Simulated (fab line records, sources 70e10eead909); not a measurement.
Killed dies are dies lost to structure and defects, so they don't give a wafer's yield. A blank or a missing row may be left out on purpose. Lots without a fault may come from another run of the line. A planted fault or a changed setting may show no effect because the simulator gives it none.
fab line records | flow nand_harc
record lots=5 wafers=15 last_day=25
route steps=1159 shown A_BLC@987 A_M0@994 END@1159
lots that met no fault: from a run of the same line without faults
start_h: hours from the record's first day to the start of the lot's first wafer shown | wait_h: hours since the lot's step before | " the same as in the row above | L1.1+2: a row that stands for several wafers | - no value, or no start given | * or withheld: withheld | < > ~ a bound
route shown NAME@n: a module of which the file shows steps, and the number in the route of the first | usual: mean/standard deviation of fault-free wafers | same: alike in all rows | chamber/n: place in a boat | sites: the reading at each site | _std_site: their standard deviation | _edge_site: outer sites' mean less inner sites' | radius_mm: how far each site lies from the wafer's centre | mask NAME#n: copy n | behind: the tool/chamber that last shaped the wafer | hold: why the lot was held/for how many hours/how that ended | device: the transistor (n, p or np) that didn't switch | end of line: the same wafers' tests at the end of the route | a step without rows: its recipe alone | killed: dies lost to structure and defects at the first sort, not the wafer's yield | map: a wafer's dies, x killed, . not, _ none there
set.NAME: the setting as run; set.NAME@STEP: as run at that earlier step | model.NAME: the simulator's own value behind a step, which no gauge read
lots at some steps of the route; a table a step, a row a wafer
services: from which hour (start_h, from the record's first day; less than 0 if before it) a tool's chamber was out of use, for how many hours, and why
## steps
# step NHARC_A_BLC_PVD_32
# recipe target_thk_a=50 chamber_pressure_pa=5 power_w=5000 substrate_temp_c=200 time_s=17.7 material=Ti
# usual throttle_valve_pct=30.4/1.3
# columns lot.wafer tool chamber start_h wait_h throttle_valve_pct
L544.2 pvd_sputter-01 - - - 29.4
L544.4 " - " " 30.5
L544.5 " - " " 29.5
L549.1 pvd_sputter-03 - - - 29.0
L549.4 " - " " 29.3
L549.6 " - " " 29.4
L558.2 pvd_sputter-03 - - - 29.9
L558.5 " - " " 29.8
L558.6 " - " " 30.7
L559.3 pvd_sputter-02 - - - 31.5
L559.1 " - " " 30.8
L559.6 " - " " 30.6
L563.2 pvd_sputter-03 - - - 30.6
L563.1 " - " " 29.7
L563.4 " - " " 30.0
# step NHARC_A_BLC_ALD_23
# recipe target_thk_a=30 pulse_time_s=1 ald_cycles=150 temp_c=450 material=TiN
# usual heater_power_outer_w=663/57 heater_power_w=1044/78 precursor_pulse_height_rel=1.001/0.022
# columns lot.wafer tool chamber start_h wait_h heater_power_outer_w heater_power_w precursor_pulse_height_rel since_wet_clean_h
L544.2 ald_metal-02 2 408.97 - 603 952 1.004 35
L544.4 " 1 " " 626 991 0.996 35
L544.5 " 2 " " 600 945 0.980 -
L549.1 ald_metal-01 0 438.12 - 709 1171 0.972 148
L549.4 " 2 " " 749 1062 1.022 148
L549.6 " 0 " " 709 1161 1.013 -
L558.2 ald_metal-01 1 492.73 - 707 1144 1.001 25
L558.6 " 3 " " 566 1051 1.022 -
L558.5 " 0 " " 688 1114 0.991 -
L559.3 ald_metal-01 0 498.93 - 704 1104 0.980 31
L559.1 " 2 " " 721 1027 0.976 31
L559.6 " 1 " " 731 1163 0.996 -
L563.4 ald_metal-02 0 540.21 - 675 1095 1.006 166
L563.2 " 1 " " 616 960 0.982 166
L563.1 " 2 " " 614 966 1.037 166
# step NHARC_A_BLC_CVD_24
# recipe target_thk_a=1500 temp_c=300 pressure_torr=40 wf6_flow_sccm=40 h2_flow_sccm=1600 ar_flow_sccm=1560 time_s=434 material=W
# usual heater_power_outer_w=272/43 heater_power_w=484/52 throttle_valve_pct=8.02/0.2
# columns lot.wafer tool chamber start_h wait_h heater_power_outer_w heater_power_w since_wet_clean_h throttle_valve_pct
L544.2 cvd_w-01 1 - - 298 510 104 8.16
L544.4 " 1 " " 299 508 - 8.06
L544.5 " 0 " " 309 535 - 7.91
L549.1 cvd_w-01 1 - - 299 507 138 7.91
L549.4 " 0 " " 308 523 - 7.90
L549.6 " 0 " " 310 531 - 7.98
L558.2 cvd_w-02 1 - - 205 399 103 8.00
L558.5 " 1 " " 202 403 - 8.25
L558.6 " 0 " " 253 465 - 7.69
L559.1 cvd_w-02 1 - - 208 404 112 8.22
L559.3 " 1 " " 201 406 - 8.35
L559.6 " 0 " " 254 471 - 7.86
L563.1 cvd_w-02 0 - - 259 459 149 7.78
L563.2 " 1 " " 201 408 149 8.30
L563.4 " 0 " " 254 454 - 8.12
# step NHARC_A_BLC_CMP_25
# recipe t_overpolish_s=30 target_thk_nm=150
# usual motor_current_A=12.3/1.3 overpolish_run_s=30.000/0.0088 time_to_endpoint_s=29.7/2.7
# same t_overpolish_s=30
# columns lot.wafer tool chamber start_h wait_h motor_current_A overpolish_run_s time_to_endpoint_s
L544.2 cmp-04 2 411.17 0.5 10.6 30.006 26.0
L544.4 " 0 " " 12.7 29.992 29.4
L544.5 " 1 " " 11.4 29.993 21.2
L549.1 cmp-01 1 444.41 0.4 11.5 30.010 31.9
L549.4 " 2 " " 11.4 30.009 28.1
L549.6 " 1 " " 12.0 29.989 32.5
L558.2 cmp-02 2 495.43 0.5 12.5 30.003 32.4
L558.5 " 3 " " 12.3 30.007 29.0
L558.6 " 0 " " 12.4 30.003 26.9
L559.1 cmp-02 1 504.56 0.4 14.8 30.002 26.5
L559.3 " 2 " " 12.4 29.995 30.9
L559.6 " 0 " " 12.0 30.013 27.2
L563.4 cmp-01 2 541.23 0.3 11.7 29.998 28.9
L563.2 " 0 " " 14.8 29.997 29.0
L563.1 " 1 " " 11.6 29.999 30.3
# step NHARC_A_BLC_SRD_27
# step NHARC_A_BLC_INSPECT_28
# usual raw_defect_count=427/110
# columns lot.wafer tool chamber start_h wait_h raw_defect_count
L544.2 defect_inspect-02 - 411.57 0.1 488
L544.4 " - " " 538
L544.5 " - " " 542
L549.1 defect_inspect-02 - 444.79 0.1 377
L549.4 " - " " 596
L549.6 " - " " 722
L558.2 defect_inspect-01 - 495.75 0.1 470
L558.5 " - " " 334
L558.6 " - " " 337
L559.1 defect_inspect-02 - 504.92 0.1 432
L559.3 " - " " 447
L559.6 " - " " 405
L563.1 defect_inspect-01 - 541.63 0.1 623
L563.2 " - " " 457
L563.4 " - " " 689
# step NHARC_A_M0_DEP_00
# recipe target_thk_a=1500 target_thk_nm=150 temp_c=withheld pressure_torr=5 flow_sccm=200 rf_w=600 material=SiOC
# step NHARC_A_M0_DEHYDRATE_01
# recipe temp_c=150 time_s=120
# step NHARC_A_M0_HMDS_02
# recipe time_s=30
# step NHARC_A_M0_COAT_33
# recipe temp_c=200 time_s=65
# step NHARC_A_M0_COAT_03
# recipe spin_rpm=1500 resist_thk_nm=90
# step NHARC_A_M0_SOFTBAKE_04
# recipe temp_c=105 time_s=55
# usual heater_power_total_W=188.46/0.15
# columns lot.wafer tool chamber start_h wait_h heater_power_total_W
L544.2 litho_track-06 0 412 - 188.31
L544.4 " 0 " " 188.46
L544.5 " 0 " " 188.48
L549.1 litho_track-06 0 445 - 188.68
L549.4 " 0 " " 188.74
L549.6 " 0 " " 323.34
L558.2 litho_track-01 0 496 - 188.29
L558.5 " 0 " " 188.25
L558.6 " 0 " " 188.39
L559.1 litho_track-04 0 505 - 188.54
L559.3 " 0 " " 188.77
L559.6 " 0 " " 188.72
L563.1 litho_track-06 0 542 - 188.61
L563.2 " 0 " " 188.33
L563.4 " 0 " " 188.47
# step NHARC_A_M0_EBR_05
# step NHARC_END_SORT_01
# recipe temp_c=25
# usual defect_limited_yield=95.3/1.3 killed_at_array=28/8.6 killed_at_other=0.7/1.2 killed_at_periphery=3.1/2.3 killed_dies=32/8.7 killed_open=3.2/1.7 killed_short=2.0/1.5 sort_bin_2_pct=1.5/0.58 sort_bin_3_pct=0.28/0.22 sort_bin_4_pct=3.0/0.86 sort_n_pass=645/8.7 sort_rim_yield_pct=97.8/1.4 sort_yield_pct=95.3/1.3
# same gross_dies=677 sort_bin_5_pct[%]=0 sort_bin_6_pct[%]=0 sort_bin_7_pct[%]=0 sort_bin_8_pct[%]=0 sort_rim_n_gross=106.00
# columns lot.wafer tool chamber start_h wait_h defect_limited_yield[%] killed_at_array killed_at_other killed_at_periphery killed_dies killed_open killed_short sort_bin_2_pct[%] sort_bin_3_pct[%] sort_bin_4_pct[%] sort_n_pass sort_rim_yield_pct[%] sort_yield_pct[%]
L544.2 prober-02 0 462.35 4.5 94.7 34 0 2 36 5 1 2.4 0.15 2.8 641 98.1 94.7
L544.4 prober-02 0 463.96 5.1 94.4 36 2 0 38 2 3 1.2 0.89 3.5 639 100.0 94.4
L544.5 prober-02 0 464.77 5.4 94.8 30 2 3 35 4 2 1.3 0.74 3.1 642 94.3 94.8
L549.1 prober-01 0 485.14 2.5 96.3 14 0 11 25 2 0 1.5 0.30 1.9 652 99.1 96.3
L549.4 prober-01 0 487.50 3.4 95.6 22 0 8 30 2 2 1.0 0.44 3.0 647 98.1 95.6
L549.6 prober-01 0 489.08 3.9 95.4 23 2 6 31 5 3 2.1 0.30 2.2 646 100.0 95.4
L558.2 prober-01 0 542.13 2.8 94.2 39 0 0 39 3 4 1.9 0 3.8 638 97.2 94.2
L558.5 prober-01 0 544.55 3.7 95.6 27 1 2 30 3 2 1.8 0 2.7 647 97.2 95.6
L558.6 prober-01 0 545.35 4.0 96.0 25 0 2 27 4 0 1.3 0 2.7 650 100.0 96.0
L559.1 prober-02 0 554.11 2.5 94.7 34 0 2 36 1 2 1.3 0.30 3.7 641 99.1 94.7
L559.3 prober-02 0 555.74 3.1 95.9 26 0 2 28 4 0 1.2 0 3.0 649 97.2 95.9
L559.6 prober-02 0 558.18 4.1 93.6 37 0 6 43 2 4 1.3 0.30 4.7 634 99.1 93.6
L563.1 prober-01 0 590.23 2.5 96.5 20 0 4 24 3 1 0.9 0.44 2.2 653 98.1 96.5
L563.2 prober-01 0 591.04 2.8 96.9 18 0 3 21 1 1 0.6 0.15 2.4 656 98.1 96.9
L563.4 prober-01 0 592.66 3.4 96.5 20 1 3 24 0 2 1.5 0.30 1.8 653 98.1 96.5
# killed by level:class
L544.2 A_CHANNEL_HOLE_D1:chamber_film_flake=16 A_SLIT:chamber_film_flake=8 A_CONTACT:chamber_film_flake=3 A_M0:geometric_particle:open=2 P_M1:geometric_particle:open=1 A_WL_FILL:geometric_particle:open=1 A_WL_FILL:geometric_particle:short=1 A_CONTACT:geometric_particle:open=1
L544.4 A_CHANNEL_HOLE_D1:chamber_film_flake=14 A_SLIT:chamber_film_flake=12 A_ZERO_WELL:chamber_film_flake=2 A_STAIRCASE:chamber_film_flake=2 A_ONON_D1:geometric_particle:short=1 A_ONON_D1:geometric_particle:open=1 A_CHANNEL_FILL_D1:geometric_particle:short=1 STARTING-WAFER:geometric_particle:open=1
L544.5 A_CHANNEL_HOLE_D1:chamber_film_flake=13 A_SLIT:chamber_film_flake=7 A_CONTACT:chamber_film_flake=3 A_ONON_D1:geometric_particle:open=2 P_GATE:chamber_film_flake=2 P_CONTACT:geometric_particle:open=1 A_CONTACT:geometric_particle:short=1 A_CONTACT:geometric_particle:open=1
L549.1 A_SLIT:chamber_film_flake=7 P_CONTACT:chamber_film_flake=5 P_ZERO_WELL:chamber_film_flake=4 P_CONTACT:geometric_particle:open=2 A_CHANNEL_HOLE_D1:chamber_film_flake=2 A_STAIRCASE:chamber_film_flake=2 A_M1:chamber_film_flake=2 A_CONTACT:chamber_film_flake=1
L549.4 A_SLIT:chamber_film_flake=10 P_CONTACT:chamber_film_flake=4 A_STAIRCASE:chamber_film_flake=3 A_M1:chamber_film_flake=3 A_ZERO_WELL:chamber_film_flake=2 P_CONTACT:geometric_particle:short=1 P_CONTACT:geometric_particle:open=1 A_ONON_D1:geometric_particle:open=1
L549.6 A_SLIT:chamber_film_flake=10 A_CHANNEL_HOLE_D1:chamber_film_flake=4 P_ZERO_WELL:chamber_film_flake=2 P_STI:chamber_film_flake=2 P_CONTACT:chamber_film_flake=2 A_ONON_D1:geometric_particle:open=1 A_CHANNEL_HOLE_D1:geometric_particle:short=1 A_CHANNEL_FILL_D1:geometric_particle:open=1
L558.2 A_SLIT:chamber_film_flake=16 A_CONTACT:chamber_film_flake=8 A_CHANNEL_HOLE_D1:chamber_film_flake=4 A_STAIRCASE:chamber_film_flake=4 A_ONON_D1:geometric_particle:short=2 A_ONON_D1:geometric_particle:open=1 A_CHANNEL_FILL_D1:geometric_particle:short=1 A_WL_FILL:geometric_particle:open=1
L558.5 A_SLIT:chamber_film_flake=10 A_CHANNEL_HOLE_D1:chamber_film_flake=7 A_ONON_D1:geometric_particle:open=3 A_CONTACT:chamber_film_flake=3 A_STAIRCASE:chamber_film_flake=2 P_STI:geometric_particle:short=1 A_ONON_D1:geometric_particle:short=1 P_STI:chamber_film_flake=1
L558.6 A_SLIT:chamber_film_flake=14 A_CHANNEL_HOLE_D1:chamber_film_flake=6 P_ZERO_WELL:chamber_film_flake=2 A_ONON_D1:geometric_particle:open=1 A_CHANNEL_FILL_D1:geometric_particle:open=1 A_M0:geometric_particle:open=1 A_M1:geometric_particle:open=1 A_CONTACT:chamber_film_flake=1
L559.1 A_CHANNEL_HOLE_D1:chamber_film_flake=19 A_CONTACT:chamber_film_flake=5 A_STAIRCASE:chamber_film_flake=4 P_STI:chamber_film_flake=2 A_BONDPAD:chamber_film_flake=2 A_ONON_D1:geometric_particle:open=1 A_WL_FILL:geometric_particle:short=1 A_CONTACT:geometric_particle:short=1
L559.3 A_CHANNEL_HOLE_D1:chamber_film_flake=18 A_M1:geometric_particle:open=2 A_BONDPAD:chamber_film_flake=2 P_M0:geometric_particle:open=1 A_BLC:geometric_particle:open=1 P_STI:chamber_film_flake=1 A_STAIRCASE:chamber_film_flake=1 A_WL_FILL:chamber_film_flake=1
L559.6 A_CHANNEL_HOLE_D1:chamber_film_flake=23 A_CONTACT:chamber_film_flake=5 P_ZERO_WELL:chamber_film_flake=2 A_STAIRCASE:chamber_film_flake=2 P_CONTACT:geometric_particle:short=1 P_M0:geometric_particle:open=1 A_CHANNEL_HOLE_D1:geometric_particle:short=1 A_SGD_CUT:geometric_particle:short=1
L563.1 A_CHANNEL_HOLE_D1:chamber_film_flake=8 A_SLIT:chamber_film_flake=3 A_CONTACT:chamber_film_flake=3 P_M0:chamber_film_flake=2 A_STAIRCASE:chamber_film_flake=2 P_M0:geometric_particle:open=1 A_ONON_D1:geometric_particle:open=1 A_CHANNEL_FILL_D1:geometric_particle:open=1
L563.2 A_CHANNEL_HOLE_D1:chamber_film_flake=7 A_CONTACT:chamber_film_flake=7 P_M0:chamber_film_flake=2 A_SLIT:chamber_film_flake=2 A_ONON_D1:geometric_particle:open=1 A_CHANNEL_FILL_D1:geometric_particle:short=1 P_ZERO_WELL:chamber_film_flake=1
L563.4 A_CHANNEL_HOLE_D1:chamber_film_flake=7 A_SLIT:chamber_film_flake=7 A_CONTACT:chamber_film_flake=4 P_M2:chamber_film_flake=2 A_ONON_D1:geometric_particle:short=1 STARTING-WAFER:geometric_particle:short=1 P_ZERO_WELL:chamber_film_flake=1 A_STAIRCASE:chamber_film_flake=1
## services
# columns tool chamber start_h hours kind
pvd_sputter-02 - 388.15 2.2 repair
pvd_sputter-02 - 392.00 10.0 pm
cmp-02 - 398.69 0.6 repair
ald_metal-01 0 399.02 6.8 repair
cmp-02 - 400.53 1.0 repair
cmp-02 - 422.76 4.0 pm
pvd_sputter-03 - 426.72 1.4 repair
cmp-01 - 440.44 2.1 repair
cmp-02 - 444.38 0.4 repair
cvd_w-01 0 448.95 4.7 repair
ald_metal-01 - 458.01 10.0 pm
pvd_sputter-03 - 458.03 10.0 pm
ald_metal-02 - 461.76 0.5 repair
litho_track-06 - 467.00 7.0 pm
cmp-02 - 468.98 1.7 repair
cmp-01 - 473.50 4.0 pm
cvd_w-01 - 474.98 13.0 pm
pvd_sputter-03 - 489.15 2.4 repair
cmp-01 - 495.67 1.7 repair
cmp-02 - 500.94 2.2 repair
cmp-02 - 506.22 6.2 repair
cmp-02 - 520.76 4.0 pm
ald_metal-02 - 521.91 0.7 repair
ald_metal-02 - 542.00 10.0 pm
## key
first_sign step=NHARC_A_M0_SOFTBAKE_04 reading=heater_power_total_W direction=up sigmas=99+ usual=* struck=*
effect none on later readings
met_at NHARC_A_M0_SOFTBAKE_04
struck_wafers L549.6
onset_between 412 445
fault kind=process_parameter_drift tool=litho_track-06 chamber=- onset_h=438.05 steps=NHARC_A_M0_SOFTBAKE_04 channel=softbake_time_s offset=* shape=step end_h=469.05 scope=struck_wafers_only acts_in=* stated=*
